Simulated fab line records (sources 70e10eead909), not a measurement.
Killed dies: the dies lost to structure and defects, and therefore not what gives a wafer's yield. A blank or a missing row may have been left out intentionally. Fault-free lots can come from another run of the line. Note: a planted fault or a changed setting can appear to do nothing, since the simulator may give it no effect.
fab line records	flow nand-harc
record: lots: 24	wafers: 72	last-day: 33
route steps=1302 shown P_CONTACT@237 P_M0@277 P_M1@307
lots untouched by any fault: they come from a run of this same line in which no faults occurred
start-h: the number of hours between the record's first day and the start of the first shown wafer of the lot	wait-h: hours from the lot's prior step to this one	" the same as in the row above	L1.1+2: a row that stands for several wafers	- no value present, or no start provided	* or withheld: withheld	< > ~ a bound
route shown NAME@n: NAME is a module with steps in the file, n the number in the route of the first one	usual: average and standard deviation across the fault-free wafers	same: alike in all rows	chamber/n: place in a boat	sites: each site's reading	_std_site: the values' standard deviation	_edge_site: inner sites' mean taken away from outer sites' mean	radius-mm: for every site, how far away it sits from the centre of the wafer	mask NAME#n: copy n	behind: tool/chamber where the wafer was last shaped	hold: what put the lot on hold/how long, in hours/how the hold closed	device: names the non-switching transistor (n, p or np)	end of line: at the end of the route, the tests of the same wafers	a step without rows: its recipe alone	killed: count of dies lost to structure and defects at first sort (not the wafer's yield)	map: per-die view of a wafer (x killed, . not killed, _ where there is no die)
set.NAME: the setting the step ran with; set.NAME@STEP: the setting that earlier step ran with	model.NAME: the simulator's own value behind a step, which no gauge read
the route's steps for a sample of lots (tables are steps, rows are wafers)
services: when a tool's chamber went out of use (start-h, in hours from the record's first day, below 0 if earlier), for how many hours, and the reason
== steps ==
step: NHARC_P_CONTACT_ETCH_36
recipe: target-depth-a: 2600	over-etch-frac: 0.25	time-s: 406.25	ion-energy-ev: 200	n2-flow-sccm: 150	h2-flow-sccm: 150	ar-flow-sccm: 0	rf-w: 400	bias-w: 150	chemistry: N2/H2
usual: drypump-motor-current-A: 5.8/0.4	mfc-ar-sccm: 0.007/0.01	oes-product-au: 0.997/0.012	rf-vpp-V: 431/3.1	showerhead-plenum-p-Torr: 2.08/0.11	throttle-valve-pct: 14.172/0.01
lot.wafer	tool	chamber	start-h	wait-h	drypump-motor-current-A	mfc-ar-sccm	oes-product-au	rf-hours-counter-h	rf-vpp-V	showerhead-plenum-p-Torr	throttle-valve-pct
L075.3	rie-diel-03	1	-	-	5.6	0	0.989	0.3	435	2.18	14.163
L075.4	"	2	"	"	6.7	0.035	1.004	0.3	433	2.12	14.163
L075.6	"	3	"	"	5.9	0	1.001	-	434	2.08	14.189
L074.3	rie-diel-09	1	-	-	5.8	0.014	1.002	3.6	434	2.16	14.177
L074.4	"	0	"	"	5.5	0	0.980	3.5	427	1.91	14.164
L074.5	"	2	"	"	5.8	0	0.994	-	434	2.14	14.181
L076.2	rie-diel-09	0	-	-	5.5	0	0.987	3.9	427	1.91	14.167
L076.1	"	3	"	"	6.5	0	0.984	3.8	428	1.98	14.191
L076.5	"	0	"	"	5.5	0	0.993	-	427	1.91	14.160
L077.2	rie-diel-03	1	-	-	5.6	0	0.988	1.1	435	2.18	14.168
L077.3	"	2	"	"	6.7	0.035	1.000	1.0	433	2.12	14.173
L077.4	"	3	"	"	5.9	0	0.994	1.1	431	2.08	14.199
L078.1	rie-diel-09	3	-	-	6.5	0	0.974	0.2	430	1.98	14.185
L078.3	"	1	"	"	5.8	0.014	0.992	0.2	434	2.16	14.184
L078.6	"	3	"	"	6.5	0	0.982	-	429	1.98	14.179
L079.3	rie-diel-07	1	-	-	5.5	0.011	1.014	1.2	428	1.96	14.156
L079.1	"	2	"	"	5.5	0	1.005	1.2	427	1.89	14.176
L079.4	"	3	"	"	6.1	0.012	0.998	1.4	435	2.19	14.186
L080.4	rie-diel-09	2	-	-	5.9	0	1.005	0.7	434	2.14	14.184
L080.2	"	3	"	"	6.5	0	0.975	0.8	429	1.98	14.192
L080.1	"	0	"	"	5.5	0	0.987	0.8	426	1.91	14.167
L081.3	rie-diel-07	3	-	-	6.1	0.012	1.007	3.0	435	2.19	14.182
L081.2	"	0	"	"	5.5	0	0.994	3.4	434	2.18	14.170
L081.6	"	0	"	"	5.5	0	1.006	-	433	2.18	14.174
L082.2	rie-diel-09	1	-	-	5.8	0.014	0.988	1.1	434	2.16	14.155
L082.3	"	0	"	"	5.5	0	0.987	1.2	428	1.91	14.179
L082.5	"	1	"	"	5.8	0.014	0.986	-	434	2.16	14.173
L083.4	rie-diel-03	2	-	-	6.7	0.035	1.009	2.3	433	2.12	14.174
L083.3	"	3	"	"	5.9	0	0.991	2.3	432	2.08	14.169
L083.6	"	3	"	"	5.9	0	0.992	-	433	2.08	14.170
L084.2	rie-diel-07	3	-	-	6.1	0.012	0.998	4.3	434	2.19	14.166
L084.3	"	0	"	"	5.5	0	0.996	4.4	433	2.18	14.182
L084.5	"	3	"	"	6.1	0.012	1.002	-	433	2.19	14.167
L085.2	rie-diel-03	3	-	-	5.9	0	0.994	3.2	433	2.08	14.169
L085.6	"	0	"	"	5.4	0.012	1.008	-	431	2.12	14.187
L085.5	"	1	"	"	5.6	0	0.980	-	436	2.18	14.178
L086.1	rie-diel-09	0	-	-	5.5	0	0.990	2.3	425	1.91	14.158
L086.2	"	1	"	"	5.8	0.014	0.990	2.3	433	2.16	14.180
L086.6	"	2	"	"	5.8	0	1.007	-	433	2.14	14.172
L087.1	rie-diel-09	3	-	-	6.5	0	0.969	2.8	429	1.97	14.169
L087.4	"	2	"	"	5.8	0	0.995	2.8	432	2.14	14.166
L087.5	"	0	"	"	5.5	0	0.992	-	426	1.91	14.164
L088.2	rie-diel-03	1	-	-	5.6	0	0.977	4.3	434	2.18	14.175
L088.3	"	2	"	"	6.7	0.035	1.005	4.1	432	2.12	14.186
L088.6	"	2	"	"	6.6	0.035	1.003	-	433	2.12	14.171
L089.4	rie-diel-07	3	-	-	6.1	0.012	0.999	5.8	434	2.19	14.165
L089.6	"	1	"	"	5.5	0.011	1.011	-	428	1.96	14.166
L089.5	"	2	"	"	5.5	0	1.011	-	426	1.89	14.156
L090.1	rie-diel-07	3	-	-	6.1	0.012	0.997	6.6	434	2.19	14.176
L090.3	"	0	"	"	5.5	0	0.994	6.8	435	2.18	14.161
L090.5	"	3	"	"	6.1	0.012	0.991	-	436	2.19	14.159
L091.1	rie-diel-03	0	-	-	5.5	0.012	1.020	0.1	433	2.12	14.156
L091.6	"	0	"	"	5.5	0.012	1.022	-	434	2.12	14.163
L091.5	"	1	"	"	5.6	0	0.991	-	433	2.18	14.185
L092.2	rie-diel-03	0	-	-	5.4	0.012	1.012	0.5	432	2.12	14.162
L092.5	"	2	"	"	6.6	0.035	1.019	-	434	2.11	14.172
L092.6	"	3	"	"	5.9	0	0.983	-	433	2.08	14.159
L093.1	rie-diel-07	3	-	-	6.1	0.012	0.989	0.2	434	2.19	14.178
L093.2	"	0	"	"	5.5	0	0.991	0.2	435	2.18	14.174
L093.5	"	2	"	"	5.5	0	1.003	-	426	1.89	14.186
L095.1	rie-diel-07	2	-	-	5.5	0	1.004	1.2	426	1.89	14.172
L095.4	"	3	"	"	6.1	0.012	1.005	1.4	434	2.19	14.169
L095.2	"	1	"	"	5.5	0.011	0.992	1.0	429	1.96	14.182
L094.2	rie-diel-03	0	-	-	5.4	0.012	1.004	1.3	432	2.12	14.156
L094.6	"	1	"	"	5.6	0	0.985	-	433	2.18	14.173
L094.5	"	2	"	"	6.6	0.035	1.008	-	433	2.11	14.169
L096.2	rie-diel-09	0	-	-	5.5	0	0.994	0.1	428	1.90	14.163
L096.4	"	1	"	"	5.8	0.014	0.996	0.1	433	2.16	14.182
L096.6	"	3	"	"	6.5	0	0.982	-	428	1.97	14.150
L097.3	rie-diel-07	2	-	-	5.5	0	1.013	2.6	427	1.89	14.188
L097.4	"	1	"	"	5.5	0.011	1.015	2.2	429	1.96	14.174
L097.5	"	2	"	"	5.5	0	1.010	-	426	1.89	14.171
step: NHARC_P_M0_ANNEAL_30
recipe: temp-c: 225	time-s: 90
usual: wafer_temp_C_max: 225.61/0.21
lot.wafer	tool	chamber	start-h	wait-h	wafer_temp_C_max
L075.3	rtp-anneal-02	0	128.51	0.3	226.11
L075.4	"	0	"	"	225.55
L075.6	"	0	"	"	225.62
L074.3	rtp-anneal-02	0	129.22	0.3	225.59
L074.4	"	0	"	"	225.69
L074.5	"	0	"	"	225.53
L076.1	rtp-anneal-02	0	143.01	0.3	225.72
L076.2	"	0	"	"	225.48
L076.5	"	0	"	"	225.56
L077.2	rtp-anneal-01	0	156.47	0.3	225.76
L077.3	"	0	"	"	225.43
L077.4	"	0	"	"	225.89
L078.1	rtp-anneal-01	0	165.71	-	225.63
L078.3	"	0	"	"	226.00
L078.6	"	0	"	"	225.72
L079.1	rtp-anneal-02	0	176.25	-	225.41
L079.3	"	0	"	"	225.52
L079.4	"	0	"	"	225.44
L080.1	rtp-anneal-02	0	189.12	0.3	225.46
L080.2	"	0	"	"	225.41
L080.4	"	0	"	"	225.26
L081.2	rtp-anneal-01	0	197.79	0.3	225.52
L081.3	"	0	"	"	225.63
L081.6	"	0	"	"	225.42
L082.2	rtp-anneal-01	0	207.80	0.4	225.67
L082.3	"	0	"	"	225.57
L082.5	"	0	"	"	225.49
L083.3	rtp-anneal-02	0	212.44	-	225.81
L083.4	"	0	"	"	225.40
L083.6	"	0	"	"	225.48
L084.2	rtp-anneal-02	0	221.65	0.3	225.98
L084.3	"	0	"	"	225.94
L084.5	"	0	"	"	225.61
L085.2	rtp-anneal-02	0	235.87	0.4	225.47
L085.5	"	0	"	"	225.62
L085.6	"	0	"	"	225.38
L086.1	rtp-anneal-01	0	246.90	0.3	225.35
L086.2	"	0	"	"	225.55
L086.6	"	0	"	"	225.67
L087.1	rtp-anneal-01	0	249.67	-	225.71
L087.4	"	0	"	"	225.82
L087.5	"	0	"	"	225.72
L088.2	rtp-anneal-02	0	273.58	-	225.45
L088.3	"	0	"	"	225.56
L088.6	"	0	"	"	225.81
L089.4	rtp-anneal-01	0	274.82	-	225.48
L089.5	"	0	"	"	225.92
L089.6	"	0	"	"	225.32
L090.1	rtp-anneal-02	0	289.92	0.3	226.05
L090.3	"	0	"	"	225.68
L090.5	"	0	"	"	225.87
L091.1	rtp-anneal-02	0	297.87	0.3	225.73
L091.5	"	0	"	"	226.05
L091.6	"	0	"	"	225.58
L092.2	rtp-anneal-02	0	303.55	0.4	225.24
L092.5	"	0	"	"	225.48
L092.6	"	0	"	"	225.67
L093.1	rtp-anneal-02	0	315.62	0.3	225.68
L093.2	"	0	"	"	225.55
L093.5	"	0	"	"	225.69
L095.1	rtp-anneal-01	0	331.00	0.4	225.44
L095.2	"	0	"	"	225.44
L095.4	"	0	"	"	225.44
L094.2	rtp-anneal-02	0	331.22	0.4	225.20
L094.5	"	0	"	"	225.11
L094.6	"	0	"	"	225.44
L096.2	rtp-anneal-02	0	340.80	0.4	225.71
L096.4	"	0	"	"	225.55
L096.6	"	0	"	"	225.53
L097.3	rtp-anneal-02	0	349.60	0.3	225.17
L097.4	"	0	"	"	225.33
L097.5	"	0	"	"	225.36
step: NHARC_P_M0_PRE_CLEAN_31
recipe: time-s: 12	temp-c: 370	rf-power-w: 300	gas: NH3
usual: heater-power-w: 652/75
lot.wafer	tool	chamber	start-h	wait-h	heater-power-w
L075.3	pecvd-01	2	129.30	0.1	601
L075.6	"	2	"	"	612
L075.4	"	0	"	"	756
L074.3	pecvd-03	1	130.03	0.1	731
L074.5	"	2	"	"	706
L074.4	"	1	"	"	746
L076.1	pecvd-03	2	143.93	0.1	662
L076.2	"	1	"	"	720
L076.5	"	0	"	"	646
L077.3	pecvd-01	1	157.40	0.1	642
L077.2	"	2	"	"	663
L077.4	"	1	"	"	642
L078.1	pecvd-03	1	166.59	0.1	702
L078.3	"	0	"	"	629
L078.6	"	0	"	"	639
L079.1	pecvd-01	2	177.13	0.1	679
L079.3	"	1	"	"	611
L079.4	"	0	"	"	761
L080.2	pecvd-01	1	190.02	0.1	570
L080.1	"	2	"	"	636
L080.4	"	1	"	"	568
L081.3	pecvd-03	1	198.64	0.1	643
L081.2	"	2	"	"	697
L081.6	"	2	"	"	695
L082.2	pecvd-04	1	208.63	0.1	541
L082.3	"	1	"	"	541
L082.5	"	1	"	"	552
L083.3	pecvd-04	1	213.23	0.1	543
L083.4	"	1	"	"	561
L083.6	"	2	"	"	753
L084.3	pecvd-01	0	222.48	0.1	772
L084.2	"	2	"	"	662
L084.5	"	1	"	"	635
L085.2	pecvd-04	0	236.71	0.1	544
L085.6	"	0	"	"	556
L085.5	"	1	"	"	530
L086.1	pecvd-04	0	247.79	0.1	589
L086.2	"	1	"	"	532
L086.6	"	1	"	"	524
L087.1	pecvd-03	1	250.87	0.1	623
L087.4	"	1	"	"	640
L087.5	"	2	"	"	728
L088.2	pecvd-01	2	274.68	0.1	659
L088.3	"	0	"	"	747
L088.6	"	1	"	"	619
L089.6	pecvd-03	2	275.61	0.1	723
L089.4	"	0	"	"	593
L089.5	"	1	"	"	612
L090.3	pecvd-04	2	290.82	0.1	819
L090.1	"	0	"	"	555
L090.5	"	2	"	"	809
L091.1	pecvd-04	0	298.76	0.1	528
L091.5	"	0	"	"	548
L091.6	"	1	"	"	528
L092.2	pecvd-03	1	304.38	0.1	650
L092.6	"	1	"	"	628
L092.5	"	2	"	"	710
L093.2	pecvd-03	0	316.51	0.1	587
L093.1	"	2	"	"	748
L093.5	"	0	"	"	584
L095.1	pecvd-01	1	331.90	0.1	601
L095.2	"	2	"	"	633
L095.4	"	0	"	"	777
L094.2	pecvd-03	0	332.16	0.2	659
L094.6	"	0	"	"	672
L094.5	"	1	"	"	657
L096.2	pecvd-03	1	341.66	0.1	624
L096.4	"	2	"	"	639
L096.6	"	1	"	"	647
L097.3	pecvd-01	2	350.38	0.1	606
L097.5	"	0	"	"	664
L097.4	"	1	"	"	603
step: NHARC_P_M1_PVD_20
recipe: target-thk-a: 50	bias-v: 168.6	power-w: 15000	chamber-pressure-pa: 0.12	time-s: 8.06	substrate-temp-c: 50	material: TaN
usual: throttle-valve-pct: 29.5/1
lot.wafer	tool	chamber	start-h	wait-h	throttle-valve-pct
L075.4	pvd-sputter-03	-	-	-	29.3
L075.3	"	-	"	"	31.4
L075.6	"	-	"	"	29.4
L074.3	pvd-sputter-02	-	-	-	27.7
L074.4	"	-	"	"	29.3
L074.5	"	-	"	"	27.7
L076.2	pvd-sputter-03	-	-	-	31.3
L076.1	"	-	"	"	29.2
L076.5	"	-	"	"	28.6
L077.3	pvd-sputter-03	-	-	-	29.2
L077.2	"	-	"	"	31.4
L077.4	"	-	"	"	28.7
L078.3	pvd-sputter-01	-	-	-	29.4
L078.1	"	-	"	"	28.9
L078.6	"	-	"	"	29.7
L079.3	pvd-sputter-01	-	-	-	29.5
L079.1	"	-	"	"	29.3
L079.4	"	-	"	"	28.8
L080.1	pvd-sputter-03	-	-	-	29.6
L080.4	"	-	"	"	29.3
L080.2	"	-	"	"	29.6
L081.2	pvd-sputter-01	-	-	-	29.3
L081.3	"	-	"	"	29.5
L081.6	"	-	"	"	28.9
L082.2	pvd-sputter-01	-	-	-	29.2
L082.3	"	-	"	"	29.5
L082.5	"	-	"	"	28.8
L083.3	pvd-sputter-01	-	-	-	28.9
L083.4	"	-	"	"	29.5
L083.6	"	-	"	"	28.9
L084.3	pvd-sputter-03	-	-	-	29.4
L084.2	"	-	"	"	29.4
L084.5	"	-	"	"	30.9
L085.2	pvd-sputter-02	-	-	-	30.0
L085.6	"	-	"	"	30.2
L085.5	"	-	"	"	29.4
L086.1	pvd-sputter-03	-	-	-	29.5
L086.2	"	-	"	"	31.2
L086.6	"	-	"	"	29.6
L087.4	pvd-sputter-03	-	-	-	30.9
L087.1	"	-	"	"	29.7
L087.5	"	-	"	"	29.6
L088.2	pvd-sputter-02	-	-	-	27.6
L088.3	"	-	"	"	30.3
L088.6	"	-	"	"	30.7
L089.4	pvd-sputter-03	-	-	-	31.4
L089.6	"	-	"	"	29.5
L089.5	"	-	"	"	29.4
L090.1	pvd-sputter-03	-	-	-	29.6
L090.3	"	-	"	"	31.0
L090.5	"	-	"	"	29.6
L091.1	pvd-sputter-01	-	-	-	29.0
L091.6	"	-	"	"	30.3
L091.5	"	-	"	"	29.7
L092.2	pvd-sputter-02	-	-	-	30.4
L092.5	"	-	"	"	30.0
L092.6	"	-	"	"	30.2
L093.1	pvd-sputter-02	-	-	-	30.0
L093.2	"	-	"	"	28.3
L093.5	"	-	"	"	30.2
L094.2	pvd-sputter-02	-	-	-	30.0
L094.5	"	-	"	"	30.2
L094.6	"	-	"	"	28.2
L095.1	pvd-sputter-01	-	-	-	28.1
L095.4	"	-	"	"	29.6
L095.2	"	-	"	"	29.2
L096.4	pvd-sputter-02	-	-	-	28.4
L096.2	"	-	"	"	30.3
L096.6	"	-	"	"	30.3
L097.3	pvd-sputter-01	-	-	-	27.8
L097.4	"	-	"	"	29.4
L097.5	"	-	"	"	30.3
step: NHARC_P_M1_THK_MEAS_24
recipe: thk-meas-gauge: xrf
usual: thk-nm: 158.1/1.5
lot.wafer	tool	chamber	start-h	wait-h	thk-nm
L075.3	film-metro-01	-	133.29	-	159.6
L075.4	"	-	"	"	157.1
L075.6	"	-	"	"	158.3
L074.3	film-metro-01	-	134.43	-	155.8
L074.4	"	-	"	"	158.1
L074.5	"	-	"	"	157.0
L076.1	film-metro-02	-	147.72	-	157.5
L076.2	"	-	"	"	158.7
L076.5	"	-	"	"	160.1
L077.2	film-metro-02	-	161.34	-	156.6
L077.3	"	-	"	"	156.8
L077.4	"	-	"	"	157.2
L078.1	film-metro-02	-	170.56	-	159.0
L078.3	"	-	"	"	159.8
L078.6	"	-	"	"	157.4
L079.1	film-metro-01	-	181.21	-	158.5
L079.3	"	-	"	"	161.3
L079.4	"	-	"	"	158.3
L080.1	film-metro-02	-	193.80	-	160.1
L080.2	"	-	"	"	156.1
L080.4	"	-	"	"	157.9
L081.2	film-metro-01	-	202.60	-	158.7
L081.3	"	-	"	"	158.7
L081.6	"	-	"	"	160.7
L082.2	film-metro-01	-	212.60	-	158.1
L082.3	"	-	"	"	160.5
L082.5	"	-	"	"	158.3
L083.3	film-metro-01	-	217.25	-	158.1
L083.4	"	-	"	"	157.2
L083.6	"	-	"	"	157.2
L084.2	film-metro-01	-	226.42	-	157.8
L084.3	"	-	"	"	156.9
L084.5	"	-	"	"	155.9
L085.2	film-metro-01	-	240.63	-	157.0
L085.5	"	-	"	"	157.7
L085.6	"	-	"	"	156.2
L086.1	film-metro-01	-	251.71	-	160.0
L086.2	"	-	"	"	158.6
L086.6	"	-	"	"	157.7
L087.1	film-metro-02	-	254.98	-	155.5
L087.4	"	-	"	"	160.1
L087.5	"	-	"	"	155.4
L088.2	film-metro-02	-	278.62	-	156.2
L088.3	"	-	"	"	157.1
L088.6	"	-	"	"	156.9
L089.4	film-metro-02	-	279.48	-	157.9
L089.5	"	-	"	"	156.5
L089.6	"	-	"	"	157.3
L090.1	film-metro-01	-	294.81	-	158.4
L090.3	"	-	"	"	156.2
L090.5	"	-	"	"	158.2
L091.1	film-metro-01	-	302.79	-	160.0
L091.5	"	-	"	"	158.2
L091.6	"	-	"	"	160.2
L092.2	film-metro-02	-	308.34	-	161.4
L092.5	"	-	"	"	159.6
L092.6	"	-	"	"	159.6
L093.1	film-metro-02	-	320.46	-	156.5
L093.2	"	-	"	"	159.1
L093.5	"	-	"	"	158.0
L094.2	film-metro-01	-	336.07	-	159.0
L094.5	"	-	"	"	158.1
L094.6	"	-	"	"	157.4
L095.1	film-metro-02	-	336.39	-	156.9
L095.2	"	-	"	"	160.5
L095.4	"	-	"	"	156.7
L096.2	film-metro-01	-	345.42	-	157.3
L096.4	"	-	"	"	157.4
L096.6	"	-	"	"	156.9
L097.3	film-metro-02	-	354.44	-	159.4
L097.4	"	-	"	"	160.6
L097.5	"	-	"	"	157.4
step: NHARC_P_M1_PRE_CLEAN_32
recipe: time-s: 12	temp-c: 370	rf-power-w: 300	gas: NH3
usual: heater-power-w: 650/74
lot.wafer	tool	chamber	start-h	wait-h	heater-power-w
L075.3	pecvd-03	1	133.51	0.1	708
L075.4	"	1	"	"	712
L075.6	"	2	"	"	592
L074.3	pecvd-03	2	134.69	0.1	746
L074.5	"	0	"	"	615
L074.4	"	1	"	"	668
L076.2	pecvd-04	1	147.98	0.1	508
L076.1	"	2	"	"	760
L076.5	"	2	"	"	751
L077.2	pecvd-01	0	161.58	0.1	648
L077.3	"	1	"	"	609
L077.4	"	1	"	"	623
L078.3	pecvd-03	1	170.79	0.1	621
L078.1	"	0	"	"	661
L078.6	"	1	"	"	619
L079.3	pecvd-01	1	181.43	0.1	588
L079.1	"	0	"	"	721
L079.4	"	0	"	"	719
L080.1	pecvd-04	1	194.02	0.1	525
L080.2	"	2	"	"	776
L080.4	"	2	"	"	762
L081.2	pecvd-03	2	202.84	0.1	719
L081.3	"	0	"	"	679
L081.6	"	0	"	"	690
L082.2	pecvd-01	2	212.84	0.1	567
L082.3	"	0	"	"	754
L082.5	"	0	"	"	755
L083.3	pecvd-03	2	217.50	0.1	683
L083.6	"	0	"	"	693
L083.4	"	2	"	"	679
L084.3	pecvd-04	2	226.64	0.1	654
L084.2	"	1	"	"	476
L084.5	"	2	"	"	631
L085.2	pecvd-01	2	240.86	0.1	654
L085.6	"	2	"	"	642
L085.5	"	0	"	"	758
L086.1	pecvd-01	0	251.93	0.1	673
L086.2	"	2	"	"	628
L086.6	"	1	"	"	625
L087.1	pecvd-04	1	255.20	0.1	491
L087.5	"	2	"	"	754
L087.4	"	0	"	"	573
L088.2	pecvd-03	1	278.84	0.1	734
L088.3	"	2	"	"	734
L088.6	"	1	"	"	714
L089.5	pecvd-01	2	279.74	0.1	570
L089.6	"	0	"	"	790
L089.4	"	1	"	"	546
L090.1	pecvd-03	2	295.07	0.1	664
L090.3	"	0	"	"	657
L090.5	"	1	"	"	749
L091.1	pecvd-03	0	303.04	0.1	711
L091.6	"	1	"	"	711
L091.5	"	0	"	"	714
L092.2	pecvd-03	0	308.59	0.1	653
L092.5	"	1	"	"	636
L092.6	"	0	"	"	654
L093.2	pecvd-04	1	320.69	0.1	496
L093.1	"	2	"	"	782
L093.5	"	2	"	"	746
L094.2	pecvd-03	2	336.29	0.1	695
L094.5	"	2	"	"	682
L094.6	"	1	"	"	596
L095.2	pecvd-03	0	336.63	0.1	645
L095.1	"	1	"	"	717
L095.4	"	1	"	"	728
L096.2	pecvd-03	0	345.67	0.1	601
L096.4	"	1	"	"	692
L096.6	"	2	"	"	728
L097.3	pecvd-01	0	354.69	0.1	722
L097.4	"	1	"	"	603
L097.5	"	2	"	"	590
== services ==
tool	chamber	start-h	hours	kind
pecvd-01	-	101.66	2.8	repair
rie-diel-07	-	102.07	2.0	repair
rie-diel-03	-	104.30	9.0	pm
pecvd-04	-	110.81	1.1	repair
rie-diel-07	-	117.32	9.0	pm
rie-diel-03	0	128.10	5.5	repair
pecvd-01	-	130.56	13.0	pm
rie-diel-09	-	143.10	9.0	pm
pvd-sputter-03	-	170.03	10.0	pm
pecvd-03	1	175.72	4.2	repair
pvd-sputter-03	-	180.82	9.6	repair
pecvd-03	-	185.06	13.0	pm
rie-diel-09	-	191.15	8.7	repair
pecvd-04	2	203.75	5.1	repair
pvd-sputter-03	-	209.24	1.8	repair
pvd-sputter-03	-	223.73	0.8	repair
pvd-sputter-01	-	226.03	10.0	pm
rie-diel-07	-	227.28	33.0	repair
pecvd-03	-	242.20	1.4	repair
pecvd-04	-	269.28	13.0	pm
rie-diel-03	-	281.30	9.0	pm
rie-diel-07	-	294.32	9.0	pm
pecvd-01	-	311.56	13.0	pm
pvd-sputter-03	-	348.03	10.0	pm
== key ==
fault none
